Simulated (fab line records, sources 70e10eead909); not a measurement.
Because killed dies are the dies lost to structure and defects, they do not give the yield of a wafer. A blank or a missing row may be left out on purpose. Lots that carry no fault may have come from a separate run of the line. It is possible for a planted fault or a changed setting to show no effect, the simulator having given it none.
Matching of chambers || flow nand_harc || 4 sister chambers for NHARC_A_WL_FILL_CMP_12 on cmp-04
The step polishes, t overpolish 30 s, target thk 75 nm. 8 wafers are shown with their chamber, then 9 later ones without.

## EACH WAFER AND ITS CHAMBER
{"wafer": "L078.1", "chamber": 3, "motor_current_A (A)": 11.6, "overpolish_run_s (s)": 30.003}
{"wafer": "L078.2", "chamber": 2, "motor_current_A (A)": 12.3, "overpolish_run_s (s)": 30.008}
{"wafer": "L082.2", "chamber": 3, "motor_current_A (A)": 11.5, "overpolish_run_s (s)": 30.001}
{"wafer": "L082.3", "chamber": 2, "motor_current_A (A)": 11.7, "overpolish_run_s (s)": 30.013}
{"wafer": "L086.6", "chamber": 1, "motor_current_A (A)": 11.1, "overpolish_run_s (s)": 30.001}
{"wafer": "L092.4", "chamber": 0, "motor_current_A (A)": 13.8, "overpolish_run_s (s)": 30.010}
{"wafer": "L092.5", "chamber": 0, "motor_current_A (A)": 12.6, "overpolish_run_s (s)": 29.987}
{"wafer": "L092.6", "chamber": 1, "motor_current_A (A)": 11.3, "overpolish_run_s (s)": 30.000}

## WAFERS WITHOUT THEIR CHAMBER
{"wafer": "L093.1", "motor_current_A (A)": 11.4, "overpolish_run_s (s)": 29.987}
{"wafer": "L093.3", "motor_current_A (A)": 13.6, "overpolish_run_s (s)": 30.016}
{"wafer": "L093.4", "motor_current_A (A)": 11.6, "overpolish_run_s (s)": 29.982}
{"wafer": "L091.1", "motor_current_A (A)": 13.1, "overpolish_run_s (s)": 30.009}
{"wafer": "L091.3", "motor_current_A (A)": 10.9, "overpolish_run_s (s)": 30.012}
{"wafer": "L091.4", "motor_current_A (A)": 12.3, "overpolish_run_s (s)": 30.006}
{"wafer": "L097.1", "motor_current_A (A)": 13.8, "overpolish_run_s (s)": 30.000}
{"wafer": "L097.2", "motor_current_A (A)": 11.3, "overpolish_run_s (s)": 30.007}
{"wafer": "L097.4", "motor_current_A (A)": 11.2, "overpolish_run_s (s)": 30.002}

## WHICH CHAMBER EACH WENT THROUGH
{"wafer": "L093.1", "from the rows above": "can't be placed: 1 or 3 or 2", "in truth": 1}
{"wafer": "L093.3", "from the rows above": "can't be placed: 0 or 2", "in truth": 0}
{"wafer": "L093.4", "from the rows above": "can't be placed: 1 or 3 or 2 or 0", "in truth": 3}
{"wafer": "L091.1", "from the rows above": "can't be placed: 0 or 2", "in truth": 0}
{"wafer": "L091.3", "from the rows above": "can't be placed: 1 or 3 or 2", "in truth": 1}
{"wafer": "L091.4", "from the rows above": "can't be placed: 2 or 3 or 0 or 1", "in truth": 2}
{"wafer": "L097.1", "from the rows above": 0, "in truth": 0}
{"wafer": "L097.2", "from the rows above": "can't be placed: 3 or 1 or 2", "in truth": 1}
{"wafer": "L097.4", "from the rows above": "can't be placed: 1 or 3 or 2", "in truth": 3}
Correctly placed: 1 of 9. From these rows, 8 cannot be placed; in 8 the true chamber is one of the candidates. Wrongly placed: 0.
How it was worked out, from the rows above alone: a wafer's distance from a chamber is the root of the sum, over the readings, of the square of ((its reading less the chamber's mean) divided by the reading's scatter). If the next closest chamber is less than 2 further off than the closest, the wafer can't be placed; otherwise it belongs to the closest. The mean given for a chamber averages the wafers shown for that chamber. The scatter is the square root of a quotient: the sum, over the shown wafers, of each reading's squared deviation from its chamber's mean, divided by wafers minus chambers.
